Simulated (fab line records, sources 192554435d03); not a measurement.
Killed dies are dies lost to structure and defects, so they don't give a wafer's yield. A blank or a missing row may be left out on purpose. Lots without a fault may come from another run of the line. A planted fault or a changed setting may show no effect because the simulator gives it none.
Which tool did it? | flow n5_finfet | 9 lots, 27 wafers sampled, at 6 steps of a route of 1938

WHAT THE GAUGES READ, wafer by wafer
N5_FIN_CUT_OVL_MEAS_09.
lot  | measured    | on         | FIN_CUT_OVL (nm)
L571 | day 3 03:47 | overlay-02 | -0.7 0.8 -0.8
L573 | day 3 16:44 | overlay-01 | -0.6 -1.1 -0.5
L577 | day 4 14:50 | overlay-01 | -0.9 -0.1 -0.2
L578 | day 4 20:37 | overlay-01 | -0.9 0.0 -0.7
L579 | day 5 03:08 | overlay-01 | 0.5 -0.4 0.5
L582 | day 5 21:44 | overlay-01 | -0.2 0.2 -0.6
L585 | day 6 14:50 | overlay-01 | 11.1 11.5 10.7
L586 | day 6 20:27 | overlay-01 | 10.5 10.9 10.5
L588 | day 7 10:10 | overlay-01 | -0.7 -0.8 -1.0

N5_BEOL_M4_RC_MEAS_101.
lot  | measured     | on        | DIBL_N (mV/V)  | DIBL_P (mV/V)  | IOFF_N (nA/um)    | IOFF_P (nA/um)    | ION_N (uA/um) | ION_P (uA/um) | SS_N (mV/dec)  | SS_P (mV/dec)  | VT_N (mV)         | VT_P (mV)
L571 | day 9 10:55  | prober-02 | 37.2 37.2 39.4 | 36.1 35.8 38.8 | 0.166 0.158 0.219 | 0.233 0.233 0.279 | 688 691 702   | 471 470 477   | 71.8 71.2 71.9 | 73.2 73.9 74.0 | 247.2 246.0 242.7 | -245 -245 -246
L573 | day 10 10:31 | prober-02 | 39.2 37.6 38.4 | 38.2 36.8 37.3 | 0.191 0.175 0.176 | 0.240 0.219 0.224 | 684 681 684   | 465 464 466   | 72.3 72.0 72.6 | 73.7 72.9 73.1 | 248.0 247.0 248.2 | -246 -248 -246
L577 | day 12 19:20 | prober-01 | 34.9 36.6 34.6 | 34.7 36.5 34.2 | 0.144 0.170 0.131 | 0.182 0.208 0.178 | 674 669 665   | 460 458 461   | 71.2 71.6 70.7 | 72.9 73.3 72.7 | 250.8 247.6 249.1 | -253 -249 -251
L578 | day 11 14:51 | prober-01 | 34.9 34.1 34.5 | 36.0 34.6 35.8 | 0.157 0.154 0.158 | 0.243 0.216 0.238 | 675 678 681   | 467 468 472   | 71.3 71.1 71.1 | 73.4 72.9 73.4 | 252.5 248.4 249.7 | -242 -246 -247
L579 | day 13 02:11 | prober-02 | 35.6 36.8 35.9 | 34.4 36.1 35.5 | 0.148 0.175 0.152 | 0.192 0.229 0.214 | 673 687 671   | 458 468 464   | 70.7 71.4 71.7 | 73.2 73.6 73.0 | 250.9 248.2 248.8 | -250 -248 -248
L582 | day 13 08:50 | prober-02 | 37.3 38.8 37.2 | 36.1 38.8 35.9 | 0.187 0.219 0.182 | 0.241 0.290 0.238 | 675 681 669   | 464 468 459   | 72.4 72.3 72.7 | 73.5 75.0 73.2 | 248.6 245.4 246.7 | -245 -244 -246
L585 | day 14 20:09 | prober-02 | 35.9 35.2 36.6 | 35.4 35.2 36.0 | 0.156 0.148 0.169 | 0.219 0.225 0.230 | 675 681 681   | 464 472 466   | 70.9 70.5 70.9 | 73.2 73.5 73.4 | 246.8 249.7 246.5 | -250 -248 -248
L586 | day 14 18:17 | prober-01 | 36.4 37.5 37.3 | 36.8 38.0 37.8 | 0.165 0.173 0.172 | 0.212 0.237 0.228 | 667 670 668   | 458 463 461   | 71.5 71.5 71.3 | 73.0 73.5 73.2 | 246.2 247.3 247.1 | -250 -248 -251
L588 | day 15 15:37 | prober-01 | 37.1 37.7 36.9 | 39.1 38.4 38.3 | 0.171 0.176 0.168 | 0.247 0.233 0.222 | 674 675 678   | 463 465 466   | 72.1 72.4 71.7 | 73.3 73.7 73.8 | 249.8 250.0 252.3 | -248 -248 -251

WHICH TOOL RAN EACH LOT (tool, then ch and the chambers of the sampled wafers, then the start)
lot  | N5_FIN_SAQP_STRIP_77              | N5_FIN_CUT_EXPOSE_05             | N5_FIN_CUT_ETCH_30                | N5_FIN_CUT_PRECLEAN_35
L571 | rie_diel-01 ch 0,2,3, day 3 03:01 | euv_scanner-01 ch 0, day 3 03:38 | rie_diel-06 ch 0,1,2, day 3 04:00 | vapor_etch-01 ch 0,1, day 3 04:31
L573 | rie_diel-01 ch 1,2, day 3 15:50   | euv_scanner-01 ch 0, day 3 16:34 | rie_diel-03 ch 0,2,3, day 3 17:14 | vapor_etch-02 ch 0,1, day 3 17:46
L577 | rie_diel-01 ch 0,2,3, day 4 14:03 | euv_scanner-01 ch 0, day 4 14:40 | rie_diel-03 ch 0,2,3, day 4 14:57 | vapor_etch-01 ch 0,1, day 4 15:28
L578 | rie_diel-05 ch 0,1,3, day 4 19:43 | euv_scanner-02 ch 0, day 4 20:28 | rie_diel-02 ch 0,2,3, day 4 20:44 | vapor_etch-01 ch 0,1, day 4 21:16
L579 | rie_diel-05 ch 0,2,3, day 5 02:21 | euv_scanner-02 ch 0, day 5 02:58 | rie_diel-06 ch 0,1,3, day 5 03:15 | vapor_etch-02 ch 0,1, day 5 03:46
L582 | rie_diel-04 ch 0,1, day 5 20:49   | euv_scanner-02 ch 0, day 5 21:34 | rie_diel-02 ch 1,2,3, day 5 21:51 | vapor_etch-02 ch 0,1, day 5 23:29
L585 | rie_diel-04 ch 0,1,2, day 6 14:04 | euv_scanner-01 ch 0, day 6 14:40 | rie_diel-02 ch 0,3, day 6 14:58   | vapor_etch-01 ch 0,1, day 6 15:29
L586 | rie_diel-04 ch 0,2,3, day 6 19:40 | euv_scanner-01 ch 0, day 6 20:17 | rie_diel-06 ch 0,1,2, day 6 20:34 | vapor_etch-02 ch 0,1, day 6 21:06
L588 | rie_diel-01 ch 0,1, day 7 09:22   | euv_scanner-02 ch 0, day 7 10:01 | rie_diel-02 ch 0,1,2, day 7 10:17 | vapor_etch-02 ch 0,1, day 7 10:49
- N5_FIN_SAQP_STRIP_77: strips in N2/H2, time 90 s.
- N5_FIN_CUT_EXPOSE_05: exposes mask FIN CUT.
- N5_FIN_CUT_ETCH_30: etches underlayer in N2/H2, target depth 13 nm, time 10.4 s.
- N5_FIN_CUT_PRECLEAN_35: cleans in vHF, time 13.3 s.

WHAT THE TOOLS THEMSELVES READ (means of the sampled wafers that have a number; where no wafer has one, the mark that the record gives instead)
N5_FIN_SAQP_STRIP_77.
lot  | tool        | drypump_motor_current_A (A) | oes_product_au (a.u.) | rf_vpp_V (V) | showerhead_plenum_p_Torr (Torr) | throttle_valve_pct (%)
L571 | rie_diel-01 | 5.6                         | 0.84                  | 45.5         | 3.41                            | 12.15
L573 | rie_diel-01 | 5.4                         | 0.78                  | 44.6         | 3.42                            | 12.29
L577 | rie_diel-01 | 5.6                         | 0.82                  | 45.0         | 3.40                            | 12.17
L578 | rie_diel-05 | 6.1                         | 0.84                  | 45.3         | 3.42                            | 12.17
L579 | rie_diel-05 | 5.9                         | 0.82                  | 44.9         | 3.45                            | 12.31
L582 | rie_diel-04 | 6.2                         | 0.68                  | 45.2         | 3.38                            | 12.43
L585 | rie_diel-04 | 6.0                         | 0.70                  | 45.0         | 3.38                            | 12.45
L586 | rie_diel-04 | 5.8                         | 0.80                  | 45.1         | 3.43                            | 12.31
L588 | rie_diel-01 | 6.0                         | 0.81                  | 46.3         | 3.35                            | 12.30

N5_FIN_CUT_EXPOSE_05.
lot  | tool           | exposure_dose_mJ_cm2
L571 | euv_scanner-01 | 46.6
L573 | euv_scanner-01 | 46.6
L577 | euv_scanner-01 | 46.7
L578 | euv_scanner-02 | 45.7
L579 | euv_scanner-02 | 45.7
L582 | euv_scanner-02 | 45.7
L585 | euv_scanner-01 | 46.6
L586 | euv_scanner-01 | 46.6
L588 | euv_scanner-02 | 45.6

N5_FIN_CUT_ETCH_30.
lot  | tool        | drypump_motor_current_A (A) | etch_rf_on_time_s (s) | oes_product_au (a.u.) | rf_vpp_V (V) | showerhead_plenum_p_Torr (Torr) | throttle_valve_pct (%)
L571 | rie_diel-06 | 5.7                         | 10.41                 | 0.62                  | 524.1        | 2.53                            | 17.91
L573 | rie_diel-03 | 5.2                         | 10.61                 | 0.66                  | 521.4        | 2.44                            | 17.83
L577 | rie_diel-03 | 5.2                         | 10.90                 | 0.64                  | 520.9        | 2.44                            | 17.84
L578 | rie_diel-02 | 5.8                         | 10.23                 | 0.65                  | 524.4        | 2.54                            | 17.98
L579 | rie_diel-06 | 5.4                         | 10.42                 | 0.60                  | 524.3        | 2.56                            | 18.08
L582 | rie_diel-02 | 6.0                         | 10.36                 | 0.72                  | 524.4        | 2.57                            | 17.85
L585 | rie_diel-02 | 5.7                         | 10.42                 | 0.73                  | 522.1        | 2.48                            | 17.95
L586 | rie_diel-06 | 5.8                         | 10.27                 | 0.70                  | 524.2        | 2.52                            | 17.80
L588 | rie_diel-02 | 6.0                         | 10.39                 | 0.74                  | 524.5        | 2.57                            | 17.70

N5_FIN_CUT_PRECLEAN_35.
lot  | tool          | drypump_motor_current_A (A)
L571 | vapor_etch-01 | 6.1
L573 | vapor_etch-02 | 5.1
L577 | vapor_etch-01 | 6.1
L578 | vapor_etch-01 | 6.1
L579 | vapor_etch-02 | 5.2
L582 | vapor_etch-02 | 5.1
L585 | vapor_etch-01 | 6.1
L586 | vapor_etch-02 | 5.1
L588 | vapor_etch-02 | 5.2

THE ANSWER, worked out from the rows above alone
Rule: what is usual is taken from the lots themselves. Put in order of their means at a reading, lots are off if they are a third of the lots or fewer, leave a main group of 4 or more, and stand apart from it by a gap of 3 or more times the standard deviation of the main group's means; of several such gaps the widest counts. A main group whose means are all the same, to the digits that the tables above print for the reading, isn't used. A lot without any number at a reading at which 4 lots or more have one is off too. The other lots that the step has rows for count as sound. The gauges are gone through in route order, then the tools' own readings, and for those a lot's mean is taken as printed above. The first step at which some lot is off is used, and at that step the reading that is off furthest; a lot without a number counts as furthest.
Off: L585, L586, at N5_FIN_CUT_OVL_MEAS_09 (FIN_CUT_OVL). The main group: mean -0.4 nm, standard deviation 0.33.
A tool fits if, at a process step before that reading, it ran every lot that is off, and no sound lot after the first of them. The gauges at N5_FIN_CUT_OVL_MEAS_09 are tried like those tools. Can't be told from this: 2 tools fit, rie_diel-04 at N5_FIN_SAQP_STRIP_77, euv_scanner-01 at N5_FIN_CUT_EXPOSE_05.

WHAT THE SIMULATOR HAD PUT IN
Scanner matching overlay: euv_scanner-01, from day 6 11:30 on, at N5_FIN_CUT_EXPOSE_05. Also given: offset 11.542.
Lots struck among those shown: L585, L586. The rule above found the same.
